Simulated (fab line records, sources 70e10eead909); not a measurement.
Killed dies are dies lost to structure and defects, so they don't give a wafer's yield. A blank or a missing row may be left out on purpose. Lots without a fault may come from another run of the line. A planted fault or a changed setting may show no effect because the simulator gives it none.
Chamber matching | flow nand_harc | NHARC_A_CHANNEL_HOLE_D2_ETCH_44 on rie_diel-03: 4 sister chambers
The step etches the open film in CF4/O2, target depth 140 nm, overetch 14 nm, time 77 s. 8 wafers are shown with their chamber, then 9 later ones without.

WAFERS WITH THEIR CHAMBER
wafer  | chamber | showerhead_plenum_p_Torr (Torr) | drypump_motor_current_A (A)
L080.1 | 1       | 1.26                            | 5.8
L081.1 | 0       | 1.38                            | 5.5
L082.1 | 0       | 1.37                            | 5.5
L082.4 | 1       | 1.26                            | 5.8
L082.6 | 2       | 1.41                            | 6.1
L084.1 | 3       | 1.41                            | 4.8
L084.5 | 2       | 1.41                            | 6.0
L084.6 | 3       | 1.41                            | 4.8

WAFERS WITHOUT THEIR CHAMBER
wafer  | showerhead_plenum_p_Torr (Torr) | drypump_motor_current_A (A)
L085.1 | 1.41                            | 4.8
L085.3 | 1.37                            | 5.5
L085.5 | 1.41                            | 6.0
L093.4 | 1.26                            | 5.8
L093.5 | 1.41                            | 4.8
L093.6 | 1.40                            | 6.1
L094.1 | 1.40                            | 6.1
L094.3 | 1.37                            | 5.5
L094.4 | 1.41                            | 4.8

WHICH CHAMBER EACH WENT THROUGH
wafer  | from the rows above | in truth
L085.1 | 3                   | 3
L085.3 | 0                   | 0
L085.5 | 2                   | 2
L093.4 | 1                   | 1
L093.5 | 3                   | 3
L093.6 | 2                   | 2
L094.1 | 2                   | 2
L094.3 | 0                   | 0
L094.4 | 3                   | 3
Placed correctly: 9 of 9. Can't be placed from these rows: 0. Placed wrongly: 0.
How it was worked out, from the rows above alone: a wafer's distance from a chamber is the root of the sum, over the readings, of the square of ((its reading less the chamber's mean) divided by the reading's scatter). The wafer belongs to the nearest chamber; if the next one is less than 2 further off, it can't be placed. A chamber's mean is the mean of its shown wafers. The scatter: the root of (the sum of the squares of (reading less its chamber's mean) over the shown wafers, divided by (wafers less chambers)).
